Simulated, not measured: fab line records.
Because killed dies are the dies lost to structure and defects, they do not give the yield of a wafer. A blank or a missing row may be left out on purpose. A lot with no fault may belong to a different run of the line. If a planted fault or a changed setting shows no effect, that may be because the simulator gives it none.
fab line records	flow n5_finfet
record lots=11	wafers=33	last_day=17
route steps=1938 shown BEOL_M5@1179 PASSIVATION@1930
lots that met no fault: from a run of the same line without faults
start_h: start of the lot's first displayed wafer, in hours after the record's first day	wait_h: hours elapsed since this lot's preceding step	" the same as in the row above	L1.1+2: one row covering several wafers at once	- no value, or no start was given	* or withheld: withheld	< > ~ a bound
route shown NAME@n: names a module that has steps shown in the file, with the first one's number in the route	usual: mean/standard deviation taken from wafers without a fault	same: alike in all rows	chamber/n: place in a boat	sites: readings site by site	_std_site: standard deviation of those values	_edge_site: the outer-site mean with the inner-site mean subtracted	radius_mm: how far each site lies from the wafer's centre	mask NAME#n: copy n	behind: tool/chamber where the wafer was last shaped	hold: the reason the lot was held/the length of the hold in hours/how it ended	device: the transistor (n, p or np) that didn't switch	end of line: the same wafers' tests at the end of the route	for a step that has no rows: nothing shown but its recipe	killed: dies lost to structure and defects at the first sort, not the wafer's yield	map: per-die view of a wafer (x killed, . not killed, _ where there is no die)
set.NAME: the setting as run; set.NAME@STEP: as run at that earlier step	model.NAME: the simulator's own value behind a step, which no gauge read
route steps across a sampled set of lots; one table per step, one row per wafer
services: when a tool's chamber went out of use (start_h, in hours from the record's first day, below 0 if earlier), for how many hours, and the reason
## steps
# step N5_BEOL_M5_SPUTTER_83
# recipe material=Cu	target_thk_a=150	temp_c=-20	chamber_pressure_pa=0.07	power_w=withheld	time_s=27.62
# usual susceptor_temp_C=-20.00/0.11	throttle_valve_pct=29.9/1.4
lot.wafer	tool	chamber	start_h	wait_h	susceptor_temp_C	throttle_valve_pct
L331.3	pvd_sputter-02	-	177.15	0.5	-19.90	30.1
L331.4	"	-	"	"	-20.00	30.4
L331.5	"	-	"	"	-20.08	30.4
L332.1	pvd_sputter-01	-	194.51	0.5	-20.01	28.2
L332.2	"	-	"	"	-19.93	31.3
L332.5	"	-	"	"	-20.02	29.1
L333.2	pvd_sputter-01	-	202.68	0.5	-19.89	27.5
L333.3	"	-	"	"	-19.97	28.7
L333.4	"	-	"	"	-19.87	31.2
L334.1	pvd_sputter-02	-	210.59	0.5	-19.91	30.0
L334.3	"	-	"	"	-19.85	32.2
L334.4	"	-	"	"	-20.13	30.6
L338.1	pvd_sputter-02	-	236.60	0.5	-19.95	32.1
L338.3	"	-	"	"	-20.00	29.9
L338.6	"	-	"	"	-19.93	30.3
L341.1	pvd_sputter-02	-	245.83	0.5	-20.18	30.5
L341.3	"	-	"	"	-20.23	30.4
L341.6	"	-	"	"	-19.92	32.2
L344.1	pvd_sputter-03	-	284.86	0.5	-20.00	29.4
L344.2	"	-	"	"	-20.06	29.1
L344.5	"	-	"	"	-19.96	29.7
L346.1	pvd_sputter-01	-	286.57	0.5	-20.02	28.6
L346.5	"	-	"	"	-19.99	28.3
L346.6	"	-	"	"	-19.94	29.2
L347.1	pvd_sputter-03	-	290.17	0.5	-20.10	29.6
L347.2	"	-	"	"	-20.16	31.9
L347.5	"	-	"	"	-20.18	32.3
L351.1	pvd_sputter-03	-	318.96	0.5	-20.06	29.2
L351.2	"	-	"	"	-20.01	29.8
L351.6	"	-	"	"	-19.96	29.1
L352.2	pvd_sputter-02	-	322.63	0.5	-20.02	32.3
L352.3	"	-	"	"	-19.93	29.8
L352.5	"	-	"	"	-20.15	30.4
# step N5_PASSIVATION_ETCH_54
# recipe chemistry=CHF3/O2	target=SiO2	target_depth_a=8800	CHF3_flow_sccm=50	O2_flow_sccm=5	Ar_flow_sccm=200	time_s=440	mask_material=PR	pressure_mtorr=30	source_w=650	bias_w=170	ion_energy_ev=200
# usual drypump_motor_current_A=5.9/0.39	mfc_ar_sccm=200.0/0.61	oes_product_au=0.82/0.069	rf_vpp_V=522/6	showerhead_plenum_p_Torr=2.41/0.11	throttle_valve_pct=18.75/0.24
lot.wafer	tool	chamber	start_h	wait_h	drypump_motor_current_A	mfc_ar_sccm	oes_product_au	rf_hours_counter_h	rf_vpp_V	showerhead_plenum_p_Torr	throttle_valve_pct
L331.3	rie_diel-05	2	268.13	0.1	5.4	201.5	0.89	33	523	2.55	18.58
L331.4	"	1	"	"	6.0	199.3	0.68	229	526	2.29	18.58
L331.5	"	2	"	"	5.4	200.6	0.90	-	524	2.55	18.57
L332.1	rie_diel-03	0	289.98	0.1	5.6	199.9	0.97	4	519	2.36	18.32
L332.2	"	2	"	"	6.2	200.6	0.72	212	522	2.21	19.15
L332.5	"	2	"	"	6.2	200.6	0.71	-	520	2.21	19.14
L333.2	rie_diel-03	2	295.37	0.1	6.1	199.1	0.72	214	519	2.21	19.15
L333.3	"	0	"	"	5.6	199.8	0.97	6	521	2.36	18.33
L333.4	"	3	"	"	6.2	199.7	0.74	151	527	2.52	19.17
L334.1	rie_diel-06	0	299.72	0.1	5.8	199.8	0.78	148	512	2.31	18.69
L334.3	"	3	"	"	6.4	199.9	0.84	56	531	2.35	18.63
L334.4	"	2	"	"	6.3	200.7	0.90	46	514	2.35	18.63
L338.1	rie_diel-06	1	329.39	0.1	5.4	200.1	0.81	91	524	2.52	18.68
L338.3	"	0	"	"	5.8	200.2	0.76	158	512	2.30	18.70
L338.6	"	3	"	"	6.4	200.5	0.83	-	530	2.35	18.65
L341.1	rie_diel-06	3	334.87	0.1	6.4	200.4	0.83	68	530	2.35	18.66
L341.3	"	1	"	"	5.4	199.9	0.81	94	522	2.52	18.69
L341.6	"	0	"	"	5.8	200.4	0.76	-	513	2.30	18.71
L344.1	rie_diel-06	2	371.16	0.1	6.3	200.4	0.86	69	512	2.34	18.67
L344.2	"	1	"	"	5.4	199.8	0.80	106	524	2.52	18.72
L344.5	"	3	"	"	6.4	200.0	0.81	-	530	2.34	18.67
L346.1	rie_diel-06	0	376.40	0.1	5.8	200.7	0.76	168	512	2.30	18.74
L346.5	"	2	"	"	6.3	200.4	0.86	-	514	2.34	18.67
L346.6	"	3	"	"	6.4	199.5	0.81	-	529	2.34	18.68
L347.1	rie_diel-06	2	381.68	0.1	6.3	200.0	0.86	73	514	2.34	18.67
L347.2	"	0	"	"	5.8	201.6	0.75	170	512	2.30	18.73
L347.5	"	2	"	"	6.3	199.5	0.86	-	514	2.34	18.69
L352.2	rie_diel-06	2	413.99	0.1	6.3	201.2	0.84	86	514	2.34	18.69
L352.3	"	0	"	"	5.8	200.1	0.75	181	513	2.29	18.75
L352.5	"	3	"	"	6.4	200.1	0.80	-	529	2.34	18.69
L351.1	rie_diel-06	0	414.86	0.1	5.8	199.8	0.74	182	511	2.30	18.74
L351.2	"	3	"	"	6.4	199.9	0.80	97	530	2.34	18.68
L351.6	"	0	"	"	5.8	199.8	0.75	-	511	2.29	18.76
# step N5_PASSIVATION_STRIP_48
# recipe chemistry=O2	power_w=600	temp_c=60	pressure_mtorr=30	rf_frequency_hz=6e+07	bias_power_w=0	overash_fraction=0.5	o2_flow_sccm=225
# usual drypump_motor_current_A=5.9/0.39	oes_product_au=0.82/0.072	rf_vpp_V=3.5/2.5	showerhead_plenum_p_Torr=2.10/0.099	throttle_valve_pct=16.62/0.23
lot.wafer	tool	chamber	start_h	wait_h	drypump_motor_current_A	oes_product_au	rf_hours_counter_h	rf_vpp_V	showerhead_plenum_p_Torr	throttle_valve_pct
L331.3	rie_diel-05	2	268.42	0.1	5.4	0.87	33	6.7	2.23	16.54
L331.4	"	1	"	"	5.9	0.69	229	5.7	1.98	16.50
L331.5	"	2	"	"	5.3	0.90	-	9.2	2.23	16.48
L332.1	rie_diel-03	0	290.27	0.1	5.5	0.96	4	0.9	2.07	16.28
L332.2	"	2	"	"	6.1	0.73	212	9.1	1.91	16.98
L332.5	"	2	"	"	6.1	0.72	-	1.6	1.91	17.05
L333.2	rie_diel-03	2	295.66	0.1	6.2	0.73	214	1.2	1.91	17.02
L333.3	"	0	"	"	5.5	0.95	6	1.2	2.06	16.26
L333.4	"	3	"	"	6.1	0.73	151	3.9	2.18	16.98
L334.1	rie_diel-06	0	300.01	0.1	5.8	0.80	148	0.3	2.01	16.61
L334.3	"	3	"	"	6.4	0.84	56	2.9	2.05	16.45
L334.4	"	2	"	"	6.3	0.90	46	5.5	2.05	16.52
L338.1	rie_diel-06	1	329.68	0.1	5.4	0.79	91	4.2	2.20	16.60
L338.3	"	0	"	"	5.7	0.78	158	1.5	2.01	16.71
L338.6	"	3	"	"	6.4	0.82	-	3.4	2.04	16.56
L341.1	rie_diel-06	3	335.15	0.1	6.5	0.84	68	3.8	2.04	16.53
L341.3	"	1	"	"	5.4	0.82	94	3.4	2.20	16.56
L341.6	"	0	"	"	5.8	0.77	-	2.5	2.01	16.67
L344.1	rie_diel-06	2	371.45	0.1	6.3	0.88	70	4.9	2.04	16.51
L344.2	"	1	"	"	5.4	0.82	106	3.3	2.20	16.52
L344.5	"	3	"	"	6.4	0.83	-	6.7	2.04	16.56
L346.1	rie_diel-06	0	376.69	0.1	5.8	0.73	168	7.9	2.01	16.64
L346.5	"	2	"	"	6.3	0.84	-	4.0	2.04	16.53
L346.6	"	3	"	"	6.4	0.82	-	1.8	2.04	16.61
L347.1	rie_diel-06	2	381.97	0.1	6.2	0.83	74	5.8	2.04	16.54
L347.2	"	0	"	"	5.8	0.78	170	1.9	2.01	16.66
L347.5	"	2	"	"	6.3	0.87	-	8.3	2.04	16.56
L352.2	rie_diel-06	2	414.28	0.1	6.3	0.85	86	1.9	2.04	16.69
L352.3	"	0	"	"	5.8	0.75	181	0.7	2.00	16.74
L352.5	"	3	"	"	6.4	0.81	-	7.0	2.03	16.59
L351.1	rie_diel-06	0	415.15	0.1	5.8	0.76	182	3.3	2.00	16.68
L351.2	"	3	"	"	6.5	0.81	97	3.3	2.03	16.62
L351.6	"	0	"	"	5.7	0.76	-	1.7	2.00	16.70
# step N5_PASSIVATION_PROBE_49
# usual defect_limited_yield=91.1/1.5	killed_at_M0_to_M3=35/9.5	killed_at_M4_up=13/5.2	killed_at_contacts=12/6.1	killed_at_front_end=41/14	killed_at_other=3.8/2.9	killed_dies=105/17	killed_open=70/13	killed_short=33/8.4	sort_bin_5_function=5.1/0.97	sort_bin_6_memory=3.4/0.69	sort_n_pass=1075/17	sort_yield_pct=91.1/1.5
# same gross_dies=1180	killed_at_back_side=0	sort_bin_4_leakage[%]=0	sort_bin_8_speed[%]=0
lot.wafer	tool	chamber	start_h	wait_h	defect_limited_yield[%]	killed_at_M0_to_M3	killed_at_M4_up	killed_at_contacts	killed_at_front_end	killed_at_other	killed_dies	killed_open	killed_short	sort_bin_5_function[%]	sort_bin_6_memory[%]	sort_n_pass	sort_yield_pct[%]
L331.3	prober-01	-	271.02	0.1	91.8	47	8	12	24	6	97	54	43	4.5	3.5	1083	91.8
L331.4	prober-01	-	271.07	0.2	90.7	47	12	8	35	8	110	69	39	5.0	3.9	1070	90.7
L331.5	prober-01	-	271.12	0.2	93.6	22	10	14	24	5	75	59	14	3.6	2.5	1105	93.6
L332.1	prober-01	-	292.76	0.0	90.1	65	16	7	24	5	117	73	44	6.4	3.1	1063	90.1
L332.2	prober-01	-	292.81	0.1	91.0	57	15	6	24	4	106	68	38	5.3	3.1	1074	91.0
L332.5	prober-01	-	292.96	0.2	90.7	47	9	8	39	7	110	82	28	4.6	4.6	1070	90.7
L333.2	prober-02	-	298.25	0.1	90.2	49	8	14	35	10	116	69	47	5.9	3.6	1064	90.2
L333.3	prober-02	-	298.30	0.1	89.9	51	14	7	45	2	119	72	46	5.8	3.8	1061	89.9
L333.4	prober-02	-	298.35	0.2	91.3	35	7	10	47	4	103	60	42	4.6	3.9	1077	91.3
L334.1	prober-01	-	302.81	0.3	89.3	51	17	10	45	3	126	96	30	6.3	4.1	1054	89.3
L334.3	prober-01	-	302.91	0.4	90.3	54	14	6	37	3	114	75	36	5.7	3.7	1066	90.3
L334.4	prober-01	-	302.96	0.5	89.7	28	12	17	61	3	121	81	40	5.4	4.5	1059	89.7
L338.1	prober-01	-	332.17	0.0	83.6	40	107	9	29	8	193	63	31	9.7	5.0	987	83.6
L338.3	prober-01	-	332.27	0.1	85.9	28	109	9	17	3	166	55	15	8.8	4.0	1014	85.9
L338.6	prober-01	-	332.42	0.3	88.7	46	61	4	15	7	133	49	31	7.5	2.2	1047	88.7
L341.1	prober-02	-	337.64	0.0	83.7	28	106	10	44	4	192	59	34	10.7	4.2	988	83.7
L341.3	prober-02	-	337.74	0.1	86.6	54	66	7	30	1	158	68	31	8.0	4.1	1022	86.6
L341.6	prober-02	-	337.89	0.3	85.2	33	107	7	27	1	175	56	20	9.8	3.4	1005	85.2
L344.1	prober-01	-	373.97	0.0	89.4	30	14	20	54	7	125	81	42	6.0	4.0	1055	89.4
L344.2	prober-01	-	374.02	0.1	90.5	35	11	8	52	6	112	73	38	4.6	4.7	1068	90.5
L344.5	prober-01	-	374.17	0.2	90.1	37	17	14	49	0	117	84	30	6.1	3.5	1063	90.1
L346.1	prober-02	-	379.18	0.0	90.3	28	20	6	59	2	115	74	39	5.0	4.1	1065	90.3
L346.5	prober-02	-	379.38	0.2	91.4	26	8	17	47	4	102	69	31	5.4	3.1	1078	91.4
L346.6	prober-02	-	379.43	0.3	93.8	22	14	8	26	3	73	55	17	3.1	2.7	1107	93.8
L347.1	prober-01	-	384.46	0.0	91.1	43	13	6	40	3	105	61	42	4.9	3.6	1075	91.1
L347.2	prober-01	-	384.51	0.1	88.7	47	19	5	53	9	133	96	37	7.4	3.6	1047	88.7
L347.5	prober-01	-	384.66	0.2	92.0	30	9	10	42	3	94	63	30	4.7	3.1	1086	92.0
L352.2	prober-01	-	416.84	0.1	93.1	46	12	6	13	5	82	66	15	4.7	2.1	1098	93.1
L352.3	prober-01	-	416.89	0.1	92.1	34	11	8	33	7	93	55	38	3.8	3.6	1087	92.1
L352.5	prober-01	-	416.99	0.2	92.7	32	7	11	25	11	86	53	30	4.3	2.7	1094	92.7
L351.1	prober-01	-	417.66	0.0	92.4	38	21	8	22	1	90	57	30	4.7	2.8	1090	92.4
L351.2	prober-01	-	417.71	0.1	93.0	26	22	10	23	2	83	63	20	4.3	2.5	1097	93.0
L351.6	prober-01	-	417.91	0.3	92.4	24	25	10	30	1	90	56	29	4.5	2.4	1090	92.4
# killed by level:class
L331.3 BEOL_M0_SAQP:geometric_particle:short=14 MOL_CONTACT_COAG:geometric_particle:open=10 FIN_SAQP:geometric_particle:short=8 BEOL_M0_SAQP:geometric_particle:open=8 DUMMY_GATE:geometric_particle:open=7 BEOL_M3:geometric_particle:open=6 BEOL_M2:geometric_particle:open=6 BEOL_M1:geometric_particle:open=5
L331.4 BEOL_M1:geometric_particle:open=16 BEOL_M0_SAQP:geometric_particle:short=12 BEOL_M0_SAQP:geometric_particle:open=8 GATE_CUT:geometric_particle:short=7 MOL_CONTACT_COAG:geometric_particle:open=7 DUMMY_GATE:geometric_particle:open=6 FIN_SAQP:geometric_particle:short=5 BEOL_M4:geometric_particle:open=5
L331.5 MOL_CONTACT_COAG:geometric_particle:open=12 STI_FIN_REVEAL:geometric_particle:open=8 BEOL_M1:geometric_particle:open=6 BEOL_M2:geometric_particle:open=5 BEOL_M3:geometric_particle:open=4 GATE_CUT:geometric_particle:open=3 GATE_CUT:geometric_particle:short=3 BEOL_M0_SAQP:geometric_particle:open=3
L332.1 BEOL_M0_SAQP:geometric_particle:open=18 BEOL_M0_SAQP:geometric_particle:short=16 BEOL_M2:geometric_particle:open=9 FIN_SAQP:geometric_particle:open=8 BEOL_M1:geometric_particle:open=7 BEOL_M4:geometric_particle:open=7 MOL_CONTACT_COAG:geometric_particle:open=4 BEOL_M3:geometric_particle:open=4
L332.2 BEOL_M0_SAQP:geometric_particle:short=14 BEOL_M0_SAQP:geometric_particle:open=11 BEOL_M2:geometric_particle:open=8 BEOL_M4:geometric_particle:open=8 BEOL_M3:geometric_particle:open=7 FIN_SAQP:geometric_particle:short=6 MOL_CONTACT_COAG:geometric_particle:open=6 STI_FIN_REVEAL:geometric_particle:open=5
L332.5 BEOL_M0_SAQP:geometric_particle:open=13 BEOL_M3:geometric_particle:open=10 FIN_SAQP:geometric_particle:open=9 MOL_CONTACT_COAG:geometric_particle:open=8 BEOL_M1:geometric_particle:open=8 BEOL_M0_SAQP:geometric_particle:short=7 DUMMY_GATE:geometric_particle:open=6 FIN_SAQP:geometric_particle:short=5
L333.2 BEOL_M0_SAQP:geometric_particle:short=11 BEOL_M1:geometric_particle:open=10 MOL_CONTACT_COAG:geometric_particle:open=9 FIN_SAQP:geometric_particle:short=8 BEOL_M0_SAQP:geometric_particle:open=7 STI_FIN_REVEAL:geometric_particle:open=6 BEOL_M2:geometric_particle:open=6 BEOL_M3:geometric_particle:open=6
L333.3 FIN_SAQP:geometric_particle:short=14 BEOL_M3:geometric_particle:open=8 BEOL_M0_SAQP:geometric_particle:open=8 BEOL_M1:geometric_particle:open=8 BEOL_M2:geometric_particle:open=8 GATE_CUT:geometric_particle:short=7 GATE_CUT:geometric_particle:open=7 FIN_SAQP:geometric_particle:open=6
L333.4 FIN_SAQP:geometric_particle:short=12 BEOL_M2:geometric_particle:open=10 FIN_SAQP:geometric_particle:open=9 MOL_CONTACT_COAG:geometric_particle:open=8 BEOL_M1:geometric_particle:open=8 GATE_CUT:geometric_particle:short=6 BEOL_M0_SAQP:geometric_particle:short=6 STI_FIN_REVEAL:geometric_particle:open=5
L334.1 FIN_SAQP:geometric_particle:open=14 BEOL_M4:geometric_particle:open=13 DUMMY_GATE:geometric_particle:open=11 BEOL_M3:geometric_particle:open=10 MOL_CONTACT_COAG:geometric_particle:open=8 BEOL_M2:geometric_particle:open=8 STI_FIN_REVEAL:geometric_particle:open=7 BEOL_M0_SAQP:geometric_particle:open=6
L334.3 BEOL_M1:geometric_particle:open=17 BEOL_M0_SAQP:geometric_particle:short=9 BEOL_M0_SAQP:geometric_particle:open=9 DUMMY_GATE:geometric_particle:open=8 BEOL_M2:geometric_particle:open=7 FIN_SAQP:geometric_particle:open=6 BEOL_M4:geometric_particle:open=5 FIN_SAQP:geometric_particle:short=4
L334.4 DUMMY_GATE:geometric_particle:open=19 STI_FIN_REVEAL:geometric_particle:open=12 MOL_CONTACT_COAG:geometric_particle:open=11 FIN_SAQP:geometric_particle:open=10 BEOL_M0_SAQP:geometric_particle:open=10 BEOL_M0_SAQP:geometric_particle:short=7 MOL_CONTACT_COAG:geometric_particle:short=6 BEOL_M4:geometric_particle:open=6
L338.1 BEOL_M5:unspecified=97 BEOL_M0_SAQP:geometric_particle:short=14 BEOL_M0_SAQP:geometric_particle:open=10 MOL_CONTACT_COAG:geometric_particle:open=9 STI_FIN_REVEAL:geometric_particle:open=7 BEOL_M1:geometric_particle:open=7 DUMMY_GATE:geometric_particle:open=6 GATE_CUT:geometric_particle:short=5
L338.3 BEOL_M5:unspecified=96 BEOL_M0_SAQP:geometric_particle:open=11 MOL_CONTACT_COAG:geometric_particle:open=9 BEOL_M2:geometric_particle:open=7 BEOL_M0_SAQP:geometric_particle:short=6 FIN_SAQP:geometric_particle:open=4 BEOL_M3:geometric_particle:open=4 BEOL_M6:geometric_particle:open=4
L338.6 BEOL_M5:unspecified=51 BEOL_M0_SAQP:geometric_particle:open=17 BEOL_M0_SAQP:geometric_particle:short=14 STI_FIN_REVEAL:geometric_particle:open=5 BEOL_M5:geometric_particle:open=5 BEOL_M2:geometric_particle:open=4 MOL_CONTACT_COAG:geometric_particle:open=3 BEOL_M3:geometric_particle:short=3
L341.1 BEOL_M5:unspecified=99 FIN_SAQP:geometric_particle:short=12 FIN_SAQP:geometric_particle:open=8 BEOL_M3:geometric_particle:open=8 STI_FIN_REVEAL:geometric_particle:open=6 MOL_CONTACT_COAG:geometric_particle:open=5 MOL_CONTACT_COAG:geometric_particle:short=5 BEOL_M1:geometric_particle:open=5
L341.3 BEOL_M5:unspecified=59 BEOL_M2:geometric_particle:open=13 BEOL_M0_SAQP:geometric_particle:open=12 BEOL_M0_SAQP:geometric_particle:short=10 STI_FIN_REVEAL:geometric_particle:open=8 MOL_CONTACT_COAG:geometric_particle:open=7 FIN_SAQP:geometric_particle:short=5 STI_FIN_REVEAL:geometric_particle:short=5
L341.6 BEOL_M5:unspecified=98 BEOL_M2:geometric_particle:open=14 STI_FIN_REVEAL:geometric_particle:open=9 MOL_CONTACT_COAG:geometric_particle:open=7 BEOL_M0_SAQP:geometric_particle:open=6 FIN_SAQP:geometric_particle:short=4 BEOL_M0:geometric_particle:short=4 FIN_SAQP:geometric_particle:open=3
L344.1 MOL_CONTACT_COAG:geometric_particle:open=16 GATE_CUT:geometric_particle:short=13 BEOL_M3:geometric_particle:open=11 STI_FIN_REVEAL:geometric_particle:open=8 GATE_CUT:geometric_particle:open=8 DUMMY_GATE:geometric_particle:open=6 BEOL_M3:geometric_particle:short=6 ILD0:geometric_particle:open=4
L344.2 BEOL_M3:geometric_particle:open=17 GATE_CUT:geometric_particle:open=10 GATE_CUT:geometric_particle:short=10 DUMMY_GATE:geometric_particle:open=8 FIN_SAQP:geometric_particle:open=7 FIN_SAQP:geometric_particle:short=6 MOL_CONTACT_COAG:geometric_particle:open=5 BEOL_M0_SAQP:geometric_particle:open=5
L344.5 MOL_CONTACT_COAG:geometric_particle:open=11 STI_FIN_REVEAL:geometric_particle:open=11 BEOL_M3:geometric_particle:open=11 FIN_SAQP:geometric_particle:short=9 BEOL_M0:geometric_particle:open=8 FIN_SAQP:geometric_particle:open=7 GATE_CUT:geometric_particle:open=7 BEOL_M3:geometric_particle:short=6
L346.1 STI_FIN_REVEAL:geometric_particle:open=20 FIN_SAQP:geometric_particle:open=10 BEOL_M0_SAQP:geometric_particle:open=8 BEOL_M0_SAQP:geometric_particle:short=8 BEOL_M4:geometric_particle:open=7 BEOL_M4:geometric_particle:short=6 FIN_SAQP:geometric_particle:short=5 BEOL_M3:geometric_particle:open=5
L346.5 MOL_CONTACT_COAG:geometric_particle:open=14 FIN_SAQP:geometric_particle:open=13 DUMMY_GATE:geometric_particle:open=7 STI_FIN_REVEAL:geometric_particle:open=6 BEOL_M0_SAQP:geometric_particle:short=6 FIN_SAQP:geometric_particle:short=5 GATE_CUT:geometric_particle:open=4 BEOL_M0_SAQP:geometric_particle:open=4
L346.6 BEOL_M2:geometric_particle:open=9 FIN_SAQP:geometric_particle:open=7 MOL_CONTACT_COAG:geometric_particle:open=7 STI_FIN_REVEAL:geometric_particle:open=6 GATE_CUT:geometric_particle:open=6 BEOL_M0_SAQP:geometric_particle:short=4 BEOL_M4:geometric_particle:open=4 BEOL_M0_SAQP:geometric_particle:open=3
L347.1 BEOL_M2:geometric_particle:open=10 FIN_SAQP:geometric_particle:open=8 STI_FIN_REVEAL:geometric_particle:open=8 BEOL_M0_SAQP:geometric_particle:short=8 FIN_SAQP:geometric_particle:short=7 BEOL_M0_SAQP:geometric_particle:open=6 BEOL_M1:geometric_particle:open=6 BEOL_M1:geometric_particle:short=5
L347.2 BEOL_M2:geometric_particle:open=20 FIN_SAQP:geometric_particle:open=15 STI_FIN_REVEAL:geometric_particle:open=12 FIN_SAQP:geometric_particle:short=11 BEOL_M5:geometric_particle:open=8 BEOL_M0_SAQP:geometric_particle:short=7 BEOL_M3:geometric_particle:open=6 BEOL_M4:geometric_particle:open=6
L347.5 FIN_SAQP:geometric_particle:short=12 FIN_SAQP:geometric_particle:open=10 MOL_CONTACT_COAG:geometric_particle:open=8 BEOL_M1:geometric_particle:open=7 STI_FIN_REVEAL:geometric_particle:open=6 BEOL_M0_SAQP:geometric_particle:short=6 BEOL_M0_SAQP:geometric_particle:open=4 BEOL_M3:geometric_particle:open=4
L352.2 BEOL_M3:geometric_particle:open=15 BEOL_M1:geometric_particle:open=14 BEOL_M0_SAQP:geometric_particle:open=8 BEOL_M2:geometric_particle:open=4 BEOL_M8:geometric_particle:open=4 STARTING-WAFER:geometric_particle:open=4 DUMMY_GATE:geometric_particle:open=3 MOL_CONTACT_COAG:geometric_particle:open=3
L352.3 FIN_SAQP:geometric_particle:short=8 BEOL_M0_SAQP:geometric_particle:open=8 BEOL_M0_SAQP:geometric_particle:short=8 FIN_SAQP:geometric_particle:open=6 MOL_CONTACT_COAG:geometric_particle:open=6 BEOL_M4:geometric_particle:open=5 SDB:geometric_particle:open=4 BEOL_M2:geometric_particle:short=4
L352.5 MOL_CONTACT_COAG:geometric_particle:open=9 DUMMY_GATE:geometric_particle:open=8 BEOL_M1:geometric_particle:open=6 STI_FIN_REVEAL:geometric_particle:open=5 BEOL_M0_SAQP:geometric_particle:open=5 BEOL_M0:geometric_particle:short=4 BEOL_M1:geometric_particle:short=4 MIM_BOT:geometric_particle:open=3
L351.1 BEOL_M3:geometric_particle:open=10 BEOL_M4:geometric_particle:open=7 BEOL_M0_SAQP:geometric_particle:open=7 MOL_CONTACT_COAG:geometric_particle:open=6 BEOL_M0_SAQP:geometric_particle:short=6 GATE_CUT:geometric_particle:short=5 STARTING-WAFER:geometric_particle:open=5 STI_FIN_REVEAL:geometric_particle:open=4
L351.2 MOL_CONTACT_COAG:geometric_particle:open=10 BEOL_M3:geometric_particle:open=9 BEOL_M4:geometric_particle:open=9 STI_FIN_REVEAL:geometric_particle:open=6 FIN_SAQP:geometric_particle:open=5 BEOL_M2:geometric_particle:open=5 FIN_SAQP:geometric_particle:short=4 BEOL_M7:geometric_particle:open=4
L351.6 BEOL_M4:geometric_particle:open=12 STI_FIN_REVEAL:geometric_particle:open=8 MOL_CONTACT_COAG:geometric_particle:open=8 HKMG_FIN:area_etch=5 BEOL_M2:geometric_particle:short=4 BEOL_M2:geometric_particle:open=4 BEOL_M3:geometric_particle:open=4 STARTING-WAFER:geometric_particle:short=4
## services
tool	chamber	start_h	hours	kind
rie_diel-06	2	158.69	-	clean
rie_diel-06	2	158.69	-	consumable_replace:focus_ring
rie_diel-06	2	158.69	12.5	scheduled_down
rie_diel-06	2	158.69	12.5	vent_cycle
rie_diel-03	0	160.20	1.9	repair
rie_diel-05	2	178.77	4.2	repair
rie_diel-05	3	182.95	-	clean
pvd_sputter-03	-	229.48	0.6	repair
rie_diel-06	3	240.11	5.5	repair
rie_diel-03	0	255.88	1.4	repair
rie_diel-03	0	257.35	-	clean
rie_diel-03	0	257.35	-	consumable_replace:focus_ring
rie_diel-03	0	257.35	21.2	scheduled_down
rie_diel-03	0	257.35	21.2	vent_cycle
rie_diel-05	-	259.04	0.4	repair
rie_diel-03	2	267.03	4.8	repair
rie_diel-03	3	284.01	8.3	repair
rie_diel-06	0	342.72	16.7	repair
pvd_sputter-01	-	343.75	1.0	repair
rie_diel-03	2	405.05	-	clean
rie_diel-03	2	405.05	-	consumable_replace:focus_ring
rie_diel-03	2	405.05	-	consumable_replace:showerhead
rie_diel-03	2	405.05	19.4	scheduled_down
rie_diel-03	2	405.05	19.4	vent_cycle
## key
first_sign step=N5_PASSIVATION_PROBE_49	reading=killed_at_M4_up	direction=up	sigmas=15	usual=13	struck=93
effect step=N5_PASSIVATION_PROBE_49	reading=killed_dies	direction=up	sigmas=3.7	usual=105	struck=170
more_kills_born_at N5_BEOL_M5_SPUTTER_83@pvd_sputter-02=500
met_at N5_BEOL_M5_SPUTTER_83
struck_lots L338,L341
not_acting_at N5_PASSIVATION_ETCH_54,N5_PASSIVATION_STRIP_48
onset_between 210.59 236.60
fault kind=chamber_particle_source	tool=pvd_sputter-02	chamber=-	onset_h=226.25	steps=N5_BEOL_M5_SPUTTER_83	rate_per_visit_cm2=0.43246	end_h=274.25
